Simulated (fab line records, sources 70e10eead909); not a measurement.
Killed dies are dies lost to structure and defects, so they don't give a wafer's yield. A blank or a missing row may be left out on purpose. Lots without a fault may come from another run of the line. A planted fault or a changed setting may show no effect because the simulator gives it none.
fab line records | flow nand_harc | part 1 of 2: steps 1 to 23 of 29
record lots=5 wafers=15 last_day=30
route steps=1302 shown A_STAIRCASE@710
lots that met no fault: from a run of the same line without faults
start_h: hours from the record's first day to the start of the lot's first wafer shown | wait_h: hours since the lot's step before | " the same as in the row above | L1.1+2: a row that stands for several wafers | - no value, or no start given | * or withheld: withheld | < > ~ a bound
route shown NAME@n: a module of which the file shows steps, and the number in the route of the first | usual: mean/standard deviation of fault-free wafers | same: alike in all rows | chamber/n: place in a boat | sites: the reading at each site | _std_site: their standard deviation | _edge_site: outer sites' mean less inner sites' | radius_mm: how far each site lies from the wafer's centre | mask NAME#n: copy n | behind: the tool/chamber that last shaped the wafer | hold: why the lot was held/for how many hours/how that ended | device: the transistor (n, p or np) that didn't switch | end of line: the same wafers' tests at the end of the route | a step without rows: its recipe alone | killed: dies lost to structure and defects at the first sort, not the wafer's yield | map: a wafer's dies, x killed, . not, _ none there
set.NAME: the setting as run; set.NAME@STEP: as run at that earlier step | model.NAME: the simulator's own value behind a step, which no gauge read
lots at some steps of the route; a table a step, a row a wafer
services: from which hour (start_h, from the record's first day; less than 0 if before it) a tool's chamber was out of use, for how many hours, and why
## steps
# step NHARC_A_STAIRCASE_TRIM_196
# recipe time_s=211.2 o2_flow_sccm=500 ar_flow_sccm=0 bias_w=0 chemistry=O2
# usual drypump_motor_current_A=5.7/0.37 oes_product_au=0.997/0.014 rf_vpp_V=57.6/0.91 showerhead_plenum_p_Torr=3.51/0.15 throttle_valve_pct=17.037/0.0087
# same bias_w=0
# columns lot.wafer tool chamber start_h wait_h drypump_motor_current_A oes_product_au rf_hours_counter_h rf_vpp_V showerhead_plenum_p_Torr throttle_valve_pct
L075.2 rie_diel-01 1 365.30 0.1 5.7 1.013 48 57.5 3.58 17.039
L075.6 " 1 " " 5.7 1.007 - 58.3 3.58 17.040
L075.5 " 2 " " 5.7 0.968 - 57.0 3.43 17.030
L079.4 rie_diel-01 1 410.70 0.1 5.7 0.987 9 58.4 3.57 17.048
L079.3 " 0 " " 6.2 0.993 9 57.1 3.39 17.041
L079.5 " 2 " " 5.7 0.989 - 56.7 3.42 17.029
L081.3 rie_diel-13 1 420.87 0.1 6.1 1.018 25 57.9 3.73 17.044
L081.2 " 2 " " 5.5 0.983 25 58.4 3.73 17.048
L081.5 " 0 " " 6.3 1.007 - 56.7 3.30 17.041
L085.4 rie_diel-01 0 470.34 0.1 6.2 0.992 30 57.1 3.38 17.032
L085.2 " 2 " " 5.6 0.999 33 58.4 3.41 17.052
L085.3 " 3 " " 5.2 0.987 32 57.8 3.60 17.043
L089.1 rie_diel-01 3 504.79 0.1 5.1 0.973 45 57.5 3.60 17.046
L089.2 " 2 " " 5.7 1.015 46 58.4 3.40 17.023
L089.6 " 3 " " 5.1 0.972 - 57.2 3.60 17.038
# step NHARC_A_STAIRCASE_ETCH_197
# recipe target_depth_a=1000 time_s=40.5 ion_energy_ev=400 c4f8_flow_sccm=20 o2_flow_sccm=10 ar_flow_sccm=withheld rf_w=600 bias_w=1000 chemistry=C4F8/O2
# usual bias_w=1000/3.3 oes_product_au=0.951/0.019 rf_vpp_V=895/5.4
# columns lot.wafer tool chamber start_h wait_h bias_w oes_product_au rf_hours_counter_h rf_vpp_V
L075.2 rie_diel-01 3 - - 999 0.961 46 900
L075.6 " 1 " " 1000 0.980 - 898
L075.5 " 2 " " 1002 0.948 - 892
L079.4 rie_diel-01 3 - - 1003 0.960 11 898
L079.3 " 0 " " 994 0.972 10 891
L079.5 " 1 " " 999 0.958 - 900
L081.3 rie_diel-13 3 - - 1002 0.984 13 901
L081.2 " 0 " " 998 0.965 26 888
L081.5 " 3 " " 1001 0.994 - 901
L085.2 rie_diel-01 1 - - 1002 0.931 25 896
L085.4 " 2 " " 1000 0.950 33 892
L085.3 " 3 " " 997 0.939 32 899
L089.2 rie_diel-01 3 - - 1003 0.943 45 897
L089.1 " 2 " " 999 0.972 46 891
L089.6 " 3 " " 1000 0.941 - 898
# step NHARC_A_STAIRCASE_TRIM_198
# recipe time_s=211.2 o2_flow_sccm=500 ar_flow_sccm=0 bias_w=0 chemistry=O2
# usual drypump_motor_current_A=5.6/0.35 oes_product_au=0.999/0.014 rf_vpp_V=57.8/0.91 showerhead_plenum_p_Torr=3.51/0.15 throttle_valve_pct=17.037/0.0085
# same bias_w=0
# columns lot.wafer tool chamber start_h wait_h drypump_motor_current_A oes_product_au rf_hours_counter_h rf_vpp_V showerhead_plenum_p_Torr throttle_valve_pct
L075.2 rie_diel-01 2 - - 5.7 0.992 45 57.4 3.43 17.031
L075.5 " 0 " " 6.2 1.002 - 57.7 3.40 17.033
L075.6 " 1 " " 5.6 1.030 - 56.7 3.58 17.045
L079.4 rie_diel-01 2 - - 5.7 0.979 11 57.2 3.42 17.031
L079.3 " 3 " " 5.2 0.968 11 57.3 3.61 17.033
L079.5 " 1 " " 5.7 0.985 - 55.6 3.57 17.038
L081.2 rie_diel-13 2 - - 5.5 0.988 25 56.8 3.73 17.054
L081.3 " 0 " " 6.3 1.010 26 57.9 3.30 17.028
L081.5 " 2 " " 5.5 0.996 - 58.6 3.73 17.040
L085.2 rie_diel-01 3 - - 5.2 0.984 33 56.3 3.60 17.038
L085.3 " 0 " " 6.2 0.999 30 58.1 3.38 17.035
L085.4 " 2 " " 5.7 1.005 34 56.7 3.41 17.031
L089.1 rie_diel-01 3 - - 5.1 0.979 45 58.1 3.60 17.030
L089.2 " 0 " " 6.2 1.013 40 57.5 3.37 17.049
L089.6 " 1 " " 5.6 0.988 - 57.8 3.55 17.032
# step NHARC_A_STAIRCASE_ETCH_199
# recipe target_depth_a=1000 time_s=40.5 ion_energy_ev=400 c4f8_flow_sccm=20 o2_flow_sccm=10 ar_flow_sccm=withheld rf_w=600 bias_w=1000 chemistry=C4F8/O2
# usual bias_w=1000/3 oes_product_au=0.942/0.017 rf_vpp_V=895/5.4
# columns lot.wafer tool chamber start_h wait_h bias_w oes_product_au rf_hours_counter_h rf_vpp_V
L075.2 rie_diel-01 3 - - 995 0.946 46 900
L075.6 " 2 " " 994 0.940 - 893
L075.5 " 3 " " 996 0.952 - 899
L079.3 rie_diel-01 0 - - 1003 0.957 10 890
L079.4 " 2 " " 999 0.934 11 891
L079.5 " 3 " " 1007 0.923 - 900
L081.3 rie_diel-13 2 - - 999 0.937 25 903
L081.2 " 0 " " 997 0.958 26 888
L081.5 " 3 " " 1000 0.986 - 901
L085.3 rie_diel-01 3 - - 1000 0.921 33 900
L085.2 " 1 " " 997 0.926 25 895
L085.4 " 2 " " 1002 0.945 34 890
L089.2 rie_diel-01 1 - - 996 0.943 34 896
L089.1 " 2 " " 1001 0.937 46 893
L089.6 " 3 " " 1000 0.932 - 898
# step NHARC_A_STAIRCASE_TRIM_200
# recipe time_s=211.2 o2_flow_sccm=500 ar_flow_sccm=0 bias_w=0 chemistry=O2
# usual drypump_motor_current_A=5.6/0.35 oes_product_au=0.997/0.013 rf_vpp_V=57.7/0.89 showerhead_plenum_p_Torr=3.51/0.15 throttle_valve_pct=17.038/0.0082
# same bias_w=0
# columns lot.wafer tool chamber start_h wait_h drypump_motor_current_A oes_product_au rf_hours_counter_h rf_vpp_V showerhead_plenum_p_Torr throttle_valve_pct
L075.2 rie_diel-01 1 - - 5.7 1.015 48 57.3 3.58 17.035
L075.5 " 2 " " 5.7 0.997 - 56.6 3.43 17.033
L075.6 " 3 " " 5.1 0.992 - 57.6 3.62 17.028
L079.3 rie_diel-01 1 - - 5.7 0.992 10 57.5 3.57 17.030
L079.4 " 3 " " 5.1 0.979 11 57.2 3.61 17.036
L079.5 " 1 " " 5.6 0.991 - 58.0 3.57 17.041
L081.3 rie_diel-13 1 - - 6.1 1.016 25 58.2 3.73 17.048
L081.2 " 0 " " 6.3 1.005 26 56.8 3.30 17.040
L081.5 " 1 " " 6.1 1.011 - 57.3 3.73 17.035
L085.2 rie_diel-01 2 - - 5.6 1.003 34 57.8 3.41 17.039
L085.4 " 3 " " 5.1 0.982 33 57.6 3.60 17.046
L085.3 " 0 " " 6.2 1.004 31 56.1 3.38 17.048
L089.2 rie_diel-01 1 - - 5.7 0.989 34 58.0 3.55 17.044
L089.1 " 3 " " 5.1 0.968 45 58.2 3.60 17.044
L089.6 " 1 " " 5.7 0.984 - 57.8 3.55 17.037
# step NHARC_A_STAIRCASE_ETCH_201
# recipe target_depth_a=1000 time_s=40.5 ion_energy_ev=400 c4f8_flow_sccm=20 o2_flow_sccm=10 ar_flow_sccm=withheld rf_w=600 bias_w=1000 chemistry=C4F8/O2
# usual bias_w=1000/3.1 oes_product_au=0.943/0.016 rf_vpp_V=895/5.2
# columns lot.wafer tool chamber start_h wait_h bias_w oes_product_au rf_hours_counter_h rf_vpp_V
L075.2 rie_diel-01 0 - - 1003 0.931 46 892
L075.5 " 1 " " 992 0.945 - 898
L075.6 " 2 " " 1000 0.911 - 891
L079.4 rie_diel-01 2 - - 1004 0.931 12 893
L079.3 " 0 " " 1000 0.946 10 891
L079.5 " 1 " " 1000 0.931 - 897
L081.2 rie_diel-13 3 - - 1002 0.983 14 901
L081.3 " 0 " " 996 0.946 26 889
L081.5 " 2 " " 998 0.933 - 902
L085.4 rie_diel-01 3 - - 998 0.928 33 899
L085.3 " 1 " " 1000 0.932 25 898
L085.2 " 2 " " 1002 0.945 34 890
L089.1 rie_diel-01 0 - - 999 0.960 40 891
L089.2 " 2 " " 995 0.932 46 891
L089.6 " 0 " " 998 0.962 - 889
# step NHARC_A_STAIRCASE_TRIM_202
# recipe time_s=211.2 o2_flow_sccm=500 ar_flow_sccm=0 bias_w=0 chemistry=O2
# usual drypump_motor_current_A=5.6/0.37 oes_product_au=0.996/0.014 rf_vpp_V=57.9/0.88 showerhead_plenum_p_Torr=3.51/0.15 throttle_valve_pct=17.035/0.0094
# same bias_w=0
# columns lot.wafer tool chamber start_h wait_h drypump_motor_current_A oes_product_au rf_hours_counter_h rf_vpp_V showerhead_plenum_p_Torr throttle_valve_pct
L075.2 rie_diel-01 3 - - 5.2 0.981 46 56.5 3.62 17.045
L075.6 " 0 " " 6.2 0.997 - 56.7 3.40 17.028
L075.5 " 1 " " 5.6 1.003 - 58.9 3.58 17.035
L079.4 rie_diel-01 2 - - 5.7 0.990 12 57.2 3.42 17.043
L079.3 " 3 " " 5.1 0.985 12 59.3 3.61 17.025
L079.5 " 2 " " 5.7 1.001 - 57.4 3.42 17.044
L081.3 rie_diel-13 1 - - 6.1 1.020 25 58.9 3.73 17.038
L081.2 " 2 " " 5.5 0.994 26 58.5 3.73 17.027
L081.5 " 0 " " 6.3 1.013 - 57.8 3.30 17.029
L085.2 rie_diel-01 2 - - 5.7 1.008 34 58.6 3.41 17.018
L085.4 " 0 " " 6.2 1.000 31 58.8 3.38 17.036
L085.3 " 1 " " 5.6 0.994 26 57.6 3.56 17.049
L089.1 rie_diel-01 3 - - 5.1 0.973 45 58.9 3.60 17.046
L089.2 " 1 " " 5.6 0.980 35 57.0 3.55 17.037
L089.6 " 0 " " 6.2 0.992 - 56.9 3.37 17.020
# step NHARC_A_STAIRCASE_ETCH_203
# recipe target_depth_a=1000 time_s=40.5 ion_energy_ev=400 c4f8_flow_sccm=20 o2_flow_sccm=10 ar_flow_sccm=withheld rf_w=600 bias_w=1000 chemistry=C4F8/O2
# usual bias_w=1000/3.1 oes_product_au=0.943/0.016 rf_vpp_V=895/5.4
# columns lot.wafer tool chamber start_h wait_h bias_w oes_product_au rf_hours_counter_h rf_vpp_V
L075.2 rie_diel-01 3 - - 1001 0.945 46 901
L075.5 " 2 " " 995 0.944 - 892
L075.6 " 3 " " 1000 0.950 - 900
L079.4 rie_diel-01 0 - - 1001 0.938 10 890
L079.3 " 3 " " 999 0.912 12 899
L079.5 " 0 " " 1006 0.936 - 890
L081.2 rie_diel-13 1 - - 995 0.961 25 905
L081.3 " 2 " " 1001 0.930 26 902
L081.5 " 3 " " 997 0.977 - 901
L085.3 rie_diel-01 3 - - 999 0.928 34 899
L085.2 " 0 " " 1003 0.961 31 889
L085.4 " 2 " " 1002 0.937 34 892
L089.2 rie_diel-01 0 - - 997 0.943 40 890
L089.1 " 1 " " 1001 0.932 35 896
L089.6 " 3 " " 999 0.919 - 900
# step NHARC_A_STAIRCASE_STRIP_205
# recipe power_w=1500 temp_c=250 chemistry=O2
# usual drypump_motor_current_A=5.9/0.38 heater_power_w=352/40
# columns lot.wafer tool chamber start_h wait_h drypump_motor_current_A heater_power_w rf_hours_counter_h
L075.2 plasma_asher-01 0 366.42 0.1 5.4 298 2
L075.5 " 1 " " 6.1 372 -
L075.6 " 0 " " 5.5 293 -
L079.3 plasma_asher-02 0 412.12 0.2 6.4 323 -
L079.4 " 1 " " 5.5 390 -
L079.5 " 0 " " 6.4 326 -
L081.2 plasma_asher-02 1 422.07 0.2 5.6 378 34
L081.3 " 0 " " 6.4 331 -
L081.5 " 1 " " 5.6 390 -
L085.2 plasma_asher-02 1 471.86 0.1 5.6 408 8
L085.3 " 1 " " 5.6 404 -
L085.4 " 0 " " 6.4 325 -
L089.2 plasma_asher-02 0 505.86 0.1 6.4 321 15
L089.1 " 1 " " 5.5 391 15
L089.6 " 1 " " 5.5 403 -
# step NHARC_A_STAIRCASE_STRIP_206
# recipe time_s=900 temp_c=130 chemistry=SPM
# columns lot.wafer tool chamber start_h wait_h
L075.6+2+5 wet_bench-05 4,6,0 366.72 0.1
L079.4+3+5 wet_bench-06 6,7,2 412.38 0.2
L081.2+3+5 wet_bench-01 6,0,2 422.42 0.3
L085.3+4+2 wet_bench-01 1,3,4 472.21 0.2
L089.1+2+6 wet_bench-01 7,1,3 506.21 0.3
# step NHARC_A_STAIRCASE_PRECLEAN_207
# recipe time_s=* temp_c=50 bath_age_min=0 chemistry=SC1
# same bath_age_min=0
# columns lot.wafer tool chamber start_h wait_h
L075.6+2+5 wet_bench-05 4,6,0 - -
L079.4+3+5 wet_bench-06 6,7,2 - -
L081.2+3+5 wet_bench-01 6,0,2 - -
L085.3+4+2 wet_bench-01 1,3,4 - -
L089.1+2+6 wet_bench-01 7,1,3 - -
# step NHARC_A_STAIRCASE_SRD_208
# columns lot.wafer tool chamber start_h wait_h
L075.6+2+5 wet_bench-05 4,6,0 - -
L079.4+3+5 wet_bench-06 6,7,2 - -
L081.2+3+5 wet_bench-01 6,0,2 - -
L085.3+4+2 wet_bench-01 1,3,4 - -
L089.1+2+6 wet_bench-01 7,1,3 - -
# step NHARC_A_STAIRCASE_DEHYDRATE_209
# recipe temp_c=150 time_s=120
# usual plate_temp_C=150.01/0.14
# columns lot.wafer tool chamber start_h wait_h plate_temp_C
L075.2 litho_track-07 0 367.18 - 150.10
L075.5 " 0 " " 149.90
L075.6 " 0 " " 150.12
L079.3 litho_track-05 0 412.83 - 150.20
L079.4 " 0 " " 150.10
L079.5 " 0 " " 150.19
L081.2 litho_track-05 0 422.87 - 149.93
L081.3 " 0 " " 150.07
L081.5 " 0 " " 149.90
L085.2 litho_track-07 0 472.75 - 149.98
L085.3 " 0 " " 150.16
L085.4 " 0 " " 150.16
L089.1 litho_track-02 0 506.66 - 150.35
L089.2 " 0 " " 150.18
L089.6 " 0 " " 150.21
# step NHARC_A_STAIRCASE_HMDS_210
# recipe time_s=30
# columns lot.wafer tool chamber start_h wait_h
L075.2+5+6 litho_track-07 0 - -
L079.3+4+5 litho_track-05 0 - -
L081.2+3+5 litho_track-05 0 - -
L085.2+3+4 litho_track-07 0 - -
L089.1+2+6 litho_track-02 0 - -
# step NHARC_A_STAIRCASE_COAT_211
# recipe spin_rpm=1200
# columns lot.wafer tool chamber start_h wait_h
L075.2+5+6 litho_track-07 0 - -
L079.3+4+5 litho_track-05 0 - -
L081.2+3+5 litho_track-05 0 - -
L085.2+3+4 litho_track-07 0 - -
L089.1+2+6 litho_track-02 0 - -
# step NHARC_A_STAIRCASE_SOFTBAKE_212
# recipe temp_c=135 time_s=170
# usual plate_temp_C=134.99/0.14
# columns lot.wafer tool chamber start_h wait_h plate_temp_C
L075.2 litho_track-07 0 - - 135.03
L075.5 " 0 " " 134.90
L075.6 " 0 " " 134.96
L079.3 litho_track-05 0 - - 135.08
L079.4 " 0 " " 134.94
L079.5 " 0 " " 135.08
L081.2 litho_track-05 0 - - 135.10
L081.3 " 0 " " 134.83
L081.5 " 0 " " 134.97
L085.2 litho_track-07 0 - - 134.90
L085.3 " 0 " " 134.95
L085.4 " 0 " " 135.13
L089.1 litho_track-02 0 - - 134.95
L089.2 " 0 " " 134.69
L089.6 " 0 " " 134.99
# step NHARC_A_STAIRCASE_EBR_213
# columns lot.wafer tool chamber start_h wait_h
L075.2+5+6 litho_track-07 0 - -
L079.3+4+5 litho_track-05 0 - -
L081.2+3+5 litho_track-05 0 - -
L085.2+3+4 litho_track-07 0 - -
L089.1+2+6 litho_track-02 0 - -
# step NHARC_A_STAIRCASE_EXPOSE_214
# recipe na=0.5 dose_mj=31.26 mask_id=STAIR_3
# columns lot.wafer tool chamber start_h wait_h mask
L075.2+5+6 krf_scanner-01 0 367.52 - STAIR_3#0
L079.3+4+5 krf_scanner-02 0 413.17 - STAIR_3#0
L081.2+3+5 krf_scanner-03 0 423.21 - STAIR_3#0
L085.2+3+4 krf_scanner-03 0 473.09 - STAIR_3#0
L089.1+2+6 krf_scanner-03 0 506.87 - STAIR_3#0
# step NHARC_A_STAIRCASE_PEB_215
# recipe peb_temp_c=115 peb_time_s=130
# usual plate_temp_C=115.00/0.11
# columns lot.wafer tool chamber start_h wait_h plate_temp_C
L075.2 litho_track-07 0 367.58 0.1 114.85
L075.5 " 0 " " 114.93
L075.6 " 0 " " 114.85
L079.3 litho_track-05 0 413.23 0.1 115.03
L079.4 " 0 " " 114.84
L079.5 " 0 " " 114.89
L081.2 litho_track-07 0 423.27 0.1 115.10
L081.3 " 0 " " 115.28
L081.5 " 0 " " 114.93
L085.2 litho_track-05 0 473.15 0.1 115.10
L085.3 " 0 " " 115.02
L085.4 " 0 " " 114.99
L089.1 litho_track-02 0 506.93 0.1 115.07
L089.2 " 0 " " 114.75
L089.6 " 0 " " 115.01
# step NHARC_A_STAIRCASE_DEVELOP_216
# recipe time_s=140
# columns lot.wafer tool chamber start_h wait_h
L075.2+5+6 litho_track-07 0 - -
L079.3+4+5 litho_track-05 0 - -
L081.2+3+5 litho_track-07 0 - -
L085.2+3+4 litho_track-05 0 - -
L089.1+2+6 litho_track-02 0 - -
# step NHARC_A_STAIRCASE_HARDBAKE_218
# recipe temp_c=120 time_s=140
# columns lot.wafer tool chamber start_h wait_h
L075.2+5+6 litho_track-07 0 367.81 -
L079.3+4+5 litho_track-07 0 413.46 -
L081.2+3+5 litho_track-05 0 423.49 -
L085.2+3+4 litho_track-02 0 473.37 -
L089.1+2+6 litho_track-07 0 507.15 -
# step NHARC_A_STAIRCASE_DESCUM_219
# recipe time_s=3 o2_flow_sccm=200 ar_flow_sccm=0 bias_power_w=0 chemistry=O2
# usual drypump_motor_current_A=5.7/0.39 oes_product_au=1.001/0.016 rf_vpp_V=57.9/0.9 showerhead_plenum_p_Torr=1.92/0.09 throttle_valve_pct=11.311/0.0089
# columns lot.wafer tool chamber start_h wait_h drypump_motor_current_A oes_product_au rf_hours_counter_h rf_vpp_V showerhead_plenum_p_Torr throttle_valve_pct
L075.2 rie_diel-13 0 367.90 - 6.3 1.010 5 57.5 1.79 11.318
L075.5 " 0 " " 6.3 1.015 - 56.4 1.79 11.315
L075.6 " 1 " " 6.1 1.014 - 58.0 2.04 11.310
L079.3 rie_diel-01 1 413.56 - 5.6 0.989 10 58.7 1.94 11.306
L079.4 " 2 " " 5.7 0.983 12 58.6 1.85 11.322
L079.5 " 0 " " 6.2 0.994 - 57.9 1.83 11.295
L081.2 rie_diel-02 2 423.58 - 6.0 1.012 7 57.6 1.82 11.327
L081.3 " 3 " " 5.2 0.998 6 57.8 2.04 11.301
L081.5 " 2 " " 6.0 1.006 - 57.2 1.82 11.301
L085.3 rie_diel-02 2 473.70 - 5.9 1.000 20 56.9 1.81 11.310
L085.4 " 3 " " 5.3 0.994 18 58.2 2.03 11.321
L085.2 " 1 " " 5.3 1.021 23 57.9 1.95 11.314
L089.1 rie_diel-01 0 507.24 - 6.2 1.011 40 56.9 1.82 11.312
L089.2 " 2 " " 5.6 0.999 46 58.7 1.84 11.310
L089.6 " 1 " " 5.7 0.991 - 58.8 1.93 11.326
# step NHARC_A_STAIRCASE_TRIM_220
# recipe time_s=211.2 o2_flow_sccm=500 ar_flow_sccm=0 bias_w=0 chemistry=O2
# usual drypump_motor_current_A=5.7/0.39 oes_product_au=1.000/0.016 rf_vpp_V=57.7/0.86 showerhead_plenum_p_Torr=3.53/0.15 throttle_valve_pct=17.035/0.0084
# same bias_w=0
# columns lot.wafer tool chamber start_h wait_h drypump_motor_current_A oes_product_au rf_hours_counter_h rf_vpp_V showerhead_plenum_p_Torr throttle_valve_pct
L075.2 rie_diel-13 3 367.98 0.1 5.2 1.020 4 55.7 3.67 17.021
L075.5 " 3 " " 5.2 1.037 - 58.1 3.67 17.030
L075.6 " 0 " " 6.3 0.999 - 56.5 3.31 17.025
L079.3 rie_diel-01 1 413.69 0.1 5.7 0.991 10 57.3 3.57 17.017
L079.4 " 3 " " 5.2 0.975 12 59.7 3.61 17.046
L079.5 " 1 " " 5.7 0.991 - 56.0 3.57 17.031
L081.2 rie_diel-02 1 423.67 0.1 5.4 1.003 8 57.6 3.61 17.046
L081.3 " 2 " " 5.9 1.010 7 57.7 3.36 17.044
L081.5 " 2 " " 5.9 0.998 - 58.5 3.36 17.034
L085.4 rie_diel-02 1 473.80 0.1 5.4 1.014 23 57.2 3.60 17.033
L085.3 " 2 " " 6.0 1.008 20 57.2 3.35 17.036
L085.2 " 3 " " 5.3 0.986 18 59.5 3.74 17.018
L089.1 rie_diel-01 3 507.35 0.1 5.2 0.972 46 57.9 3.60 17.033
L089.2 " 0 " " 6.2 1.004 40 57.3 3.37 17.049
L089.6 " 0 " " 6.2 1.007 - 57.0 3.37 17.042
